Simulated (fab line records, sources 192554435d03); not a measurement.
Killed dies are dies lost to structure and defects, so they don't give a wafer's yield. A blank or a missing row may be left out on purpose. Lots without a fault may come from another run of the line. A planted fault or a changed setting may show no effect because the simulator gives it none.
Chamber matching | flow n5_finfet | N5_BEOL_M12_CMP_49 on cmp-04: 4 sister chambers
The step polishes, stops on SiOC, t overpolish 20.6 s, target thk 320 nm. 8 wafers are shown with their chamber, then 9 later ones without.

WAFERS WITH THEIR CHAMBER
wafer  | chamber | motor_current_A (A) | barrier_field_endpoint_s (s)
L082.4 | 2       | 6.0                 | 31.1
L081.3 | 3       | 6.7                 | 30.1
L084.3 | 3       | 6.8                 | 30.2
L084.4 | 2       | 5.5                 | 30.5
L084.5 | 1       | 6.2                 | 30.7
L088.2 | 1       | 5.9                 | 30.7
L088.4 | 0       | 7.2                 | 30.3
L088.5 | 0       | 7.4                 | 30.8

WAFERS WITHOUT THEIR CHAMBER
wafer  | motor_current_A (A) | barrier_field_endpoint_s (s)
L086.1 | 7.0                 | 30.5
L086.3 | 7.0                 | 29.7
L086.5 | 6.2                 | 30.2
L094.1 | 6.5                 | 30.9
L094.5 | 6.0                 | 31.3
L094.6 | 6.0                 | 30.8
L097.2 | 7.1                 | 30.5
L097.3 | 5.7                 | 29.7
L097.5 | 5.7                 | 29.8

WHICH CHAMBER EACH WENT THROUGH
wafer  | from the rows above               | in truth
L086.1 | can't be placed: 0 or 3           | 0
L086.3 | can't be placed: 3 or 0           | 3
L086.5 | can't be placed: 1 or 3 or 2      | 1
L094.1 | can't be placed: 1 or 3 or 2 or 0 | 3
L094.5 | can't be placed: 2 or 1           | 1
L094.6 | can't be placed: 1 or 2           | 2
L097.2 | can't be placed: 0 or 3           | 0
L097.3 | can't be placed: 1 or 2 or 3      | 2
L097.5 | can't be placed: 2 or 1 or 3      | 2
Placed correctly: 0 of 9. Can't be placed from these rows: 9 (the true chamber is among the candidates in 9). Placed wrongly: 0.
How it was worked out, from the rows above alone: a wafer's distance from a chamber is the root of the sum, over the readings, of the square of ((its reading less the chamber's mean) divided by the reading's scatter). The wafer belongs to the nearest chamber; if the next one is less than 2 further off, it can't be placed. A chamber's mean is the mean of its shown wafers. The scatter: the root of (the sum of the squares of (reading less its chamber's mean) over the shown wafers, divided by (wafers less chambers)).
